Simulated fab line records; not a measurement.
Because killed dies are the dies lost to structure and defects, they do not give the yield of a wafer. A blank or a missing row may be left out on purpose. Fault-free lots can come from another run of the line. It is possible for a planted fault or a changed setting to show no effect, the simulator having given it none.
Lot-split experiment | flow n5_finfet | 21 wafers read from 7 lots, route of 1938 steps

== ON THE SPLIT ==
At N5_BEOL_M9_COAT_75 (time 60 s, resist thk 5 nm), the setting spin_rpm was moved away from the recipe's 1500 rpm on 5 of the 21 wafers read, by -6.6% to +10.5%. The other wafers ran this setting at the recipe's value.

== FROM THE SPLIT TO THE READING: what the file shows between them, 3 steps ==
- N5_BEOL_M9_COAT_22: resist thk 30 nm
- N5_BEOL_M9_EBR_24
- N5_BEOL_M9_DESCUM_33: chemistry O2, time 7 s

== THE READING ==
etch.depth_nm (the simulator's own value, which no gauge read), in nm, at N5_BEOL_M9_ETCH_76 (etches underlayer in N2/H2, target depth 6.5 nm, time 5.2 s). There is no usual value for it anywhere in the file. The 16 wafers here that ran the recipe average 5.004 nm, standard deviation 0.0098 nm.

wafer  | tool, chamber at the split | spin_rpm as run, rpm | against the recipe | etch.depth_nm, nm | against lot-mates on the recipe
L077.1 | litho_track-03, 0          | 1500                 | recipe             | 5.004             | -
L077.2 | litho_track-03, 0          | 1658                 | +10.5%             | 4.747             | -0.257
L077.6 | litho_track-03, 0          | 1658                 | +10.5%             | 4.755             | -0.249
L076.1 | litho_track-04, 0          | 1641                 | +9.4%              | 4.794             | -0.211
L076.3 | litho_track-04, 0          | 1500                 | recipe             | 5.013             | -
L076.6 | litho_track-04, 0          | 1500                 | recipe             | 4.996             | -
L081.1 | litho_track-04, 0          | 1500                 | recipe             | 5.018             | -
L081.2 | litho_track-04, 0          | 1500                 | recipe             | 5.024             | -
L081.3 | litho_track-04, 0          | 1500                 | recipe             | 5.016             | -
L084.2 | litho_track-03, 0          | 1500                 | recipe             | 5.001             | -
L084.4 | litho_track-03, 0          | 1500                 | recipe             | 4.996             | -
L084.6 | litho_track-03, 0          | 1595                 | +6.3%              | 4.857             | -0.141
L085.1 | litho_track-05, 0          | 1401                 | -6.6%              | 5.196             | +0.185
L085.2 | litho_track-05, 0          | 1500                 | recipe             | 5.008             | -
L085.5 | litho_track-05, 0          | 1500                 | recipe             | 5.013             | -
L088.1 | litho_track-05, 0          | 1500                 | recipe             | 5                 | -
L088.5 | litho_track-05, 0          | 1500                 | recipe             | 4.989             | -
L088.6 | litho_track-05, 0          | 1500                 | recipe             | 5.002             | -
L094.1 | litho_track-04, 0          | 1500                 | recipe             | 4.994             | -
L094.3 | litho_track-04, 0          | 1500                 | recipe             | 4.992             | -
L094.6 | litho_track-04, 0          | 1500                 | recipe             | 5.002             | -

FIT RESULTS
A straight line over all 21 wafers: etch.depth_nm changes by -0.0244 nm for each +1% of spin_rpm; r = -0.99; the points scatter about the line by 0.012 nm.
The same after taking each lot's own level away (the mean of its wafers on the recipe; 21 wafers): -0.0241 nm for each +1%; r = -1.00; scatter 0.0084 nm.
The reading moves by 0.25 nm for the largest change in spin_rpm, on that fit.
Across the lots, their own levels run from 4.9960 to 5.0193 nm, a range of 2.4 times the standard deviation given above.
The two slopes are in agreement: the lot-to-lot level therefore moves the slope only a little.
Check: with one of the wafers moved furthest among these (+10.5%) left out of the fit, the line predicts -0.249 nm for it against its lot-mates. Against them it came out at -0.257 nm.

== OTHER SPLITS ON THESE WAFERS ==
Note: prior to the reading, these wafers also went through further splits. Each is held against what the fit with the lots' levels taken away leaves over:
other split on the same wafers | wafers away from the commonest value | r with etch.depth_nm (lot level and that fit taken away)
N5_BEOL_M7_ILD_DEP_00 temp_c   | 7                                    | +0.21
N5_BEOL_M7_COAT_05 spin_rpm    | 7                                    | -0.08

== THE FILE'S OWN FIT ==
etch.depth_nm changes by -0.0239 nm for each +1% of spin_rpm, r = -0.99.
